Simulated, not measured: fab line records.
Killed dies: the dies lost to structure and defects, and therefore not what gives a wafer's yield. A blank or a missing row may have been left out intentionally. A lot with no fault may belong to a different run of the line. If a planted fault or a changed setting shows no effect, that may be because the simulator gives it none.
Struck lot and sound lot, side by side ; flow nandHarc ; 34 out of 1302 route steps
Sound: wafers L433.1, L433.2, L433.4. Wafers L434.1, L434.3, L434.4 were the ones struck. The cause is given at the end.
At each step with rows: each side's tool, then ch and its chambers, then its first start. Under that, the readings that differ: sound wafers ; struck wafers ; difference of the means ; sigmas: that difference in standard deviations of wafers without a fault.
alike: same words and numbers on both sides, and readings whose means sit less than 2 such deviations apart. not compared: any withheld reading, any reading some wafer has no value for, any bound like >300 that may hide the same value, and any number with overlapping values for which the record gives no deviation.
Wherever a step has rows on one side only, a row that says differs or no value, or a row with sigmas, the two part there. When numbers do not overlap yet have no deviation, they are printed without sigmas and do not part them. A reading missing from all wafers of one side parts the sides only when that side holds two or more wafers.

first, 5 steps without rows for these wafers: NHARC_A_ONON_D1_DEP_19 (target thk 1000 nm); NHARC_A_ONON_D1_DEP_22 (target thk 1000 nm); NHARC_A_ONON_D1_DEP_25 (target thk 1000 nm); NHARC_A_ONON_D1_DEP_28 (target thk 1000 nm); NHARC_A_ONON_D1_DEP_33 (deposits SiO2, target thk 200 nm).
NHARC_A_CHANNEL_HOLE_D1_DEP_00: deposits aC, target thk 3100 nm.
  sound on aclDep-03 ch 0, day 14 09:32; struck on aclDep-02 ch 0, day 15 03:26
  alike: throttleValvePct
then, 11 steps without rows for these wafers: NHARC_A_CHANNEL_HOLE_D1_DEP_01 (deposits SiON, target thk 140 nm); NHARC_A_CHANNEL_HOLE_D1_DEHYDRATE_02 (time 120 s); NHARC_A_CHANNEL_HOLE_D1_HMDS_03 (time 30 s); NHARC_A_CHANNEL_HOLE_D1_COAT_36 (time 75 s); NHARC_A_CHANNEL_HOLE_D1_COAT_37 (time 65 s); NHARC_A_CHANNEL_HOLE_D1_COAT_04 (resist thk 90 nm); NHARC_A_CHANNEL_HOLE_D1_SOFTBAKE_05 (time 55 s); NHARC_A_CHANNEL_HOLE_D1_EBR_06; NHARC_A_CHANNEL_HOLE_D1_EXPOSE_07 (exposes mask HOLE D1, target cd 100 nm); NHARC_A_CHANNEL_HOLE_D1_PEB_08 (peb time 65 s); NHARC_A_CHANNEL_HOLE_D1_DEVELOP_09 (develop time 35 s).
NHARC_A_CHANNEL_HOLE_D1_INSPECT_12:
  sound on defectInspect-02, day 14 12:20; struck on defectInspect-01, day 15 06:11
reading;sound;struck;difference;sigmas
rawDefectCount;6 6 12;1072 982 1018;+1016;+99 or more
then, 14 steps without rows for these wafers: NHARC_A_CHANNEL_HOLE_D1_DESCUM_15 (chemistry O2, time 3 s); NHARC_A_CHANNEL_HOLE_D1_ETCH_38 (etches the open film in CF4, target depth 39 nm, time 65 s); NHARC_A_CHANNEL_HOLE_D1_ETCH_39 (etches the open film in N2/H2, target depth 260 nm, time 325 s); NHARC_A_CHANNEL_HOLE_D1_ETCH_34 (etches the open film in CF4/CHF3, target depth 154 nm, time 77 s); NHARC_A_CHANNEL_HOLE_D1_ETCH_16 (etches the open film in O2/COS, target depth 3100 nm, time 806 s); NHARC_A_CHANNEL_HOLE_D1_ETCH_19 (etches the open film in C4F8/O2/Ar, time 34.5 s); NHARC_A_CHANNEL_HOLE_D1_ETCH_20 (etches the open film in C4F8/O2/Ar, time 361.9 s, target depth 1600 nm); NHARC_A_CHANNEL_HOLE_D1_ETCH_21 (etches the open film in C4F8/O2/Ar, time 514.3 s, target depth 1600 nm); NHARC_A_CHANNEL_HOLE_D1_ETCH_22 (etches the open film in C4F8/O2/Ar, time 666.7 s, target depth 1600 nm); NHARC_A_CHANNEL_HOLE_D1_ETCH_23 (etches the open film in C4F8/O2/Ar, time 819 s, target depth 1600 nm); NHARC_A_CHANNEL_HOLE_D1_ETCH_24 (etches the open film in C4F8/O2/Ar, time 906.2 s, target depth 1500 nm); NHARC_A_CHANNEL_HOLE_D1_ETCH_25 (etches the open film in C4F8/O2/Ar, time 1040.2 s, target depth 1500 nm); NHARC_A_CHANNEL_HOLE_D1_ETCH_26 (etches the open film in C4F8/O2/Ar, time 224.1 s, target depth 300 nm); NHARC_A_CHANNEL_HOLE_D1_ETCH_33 (etches the open film in C4F8/O2/Ar, time 90 s, target depth 400 nm).
NHARC_A_CHANNEL_HOLE_D1_INSPECT_40:
  sound on defectInspect-02, day 14 21:14; struck on defectInspect-02, day 15 13:09
reading;sound;struck;difference;sigmas
rawDefectCount;105 83 74;1149 1035 1076;+999;+40
-- the record jumps here: 16 days lie between the struck wafers' starts before and after (it left off in module A_CHANNEL_HOLE_D1 and takes up again in module END, whose first step shown is number 1302 of the route) --
NHARC_END_SORT_01:
  at this point the record logs the struck wafers (prober-02 ch 0, day 31 16:10) and has no rows for the sound ones

== WHERE THEY PART ==
First at NHARC_A_CHANNEL_HOLE_D1_INSPECT_12; last, within this record, at NHARC_END_SORT_01.

WHY: whatever the simulator had introduced
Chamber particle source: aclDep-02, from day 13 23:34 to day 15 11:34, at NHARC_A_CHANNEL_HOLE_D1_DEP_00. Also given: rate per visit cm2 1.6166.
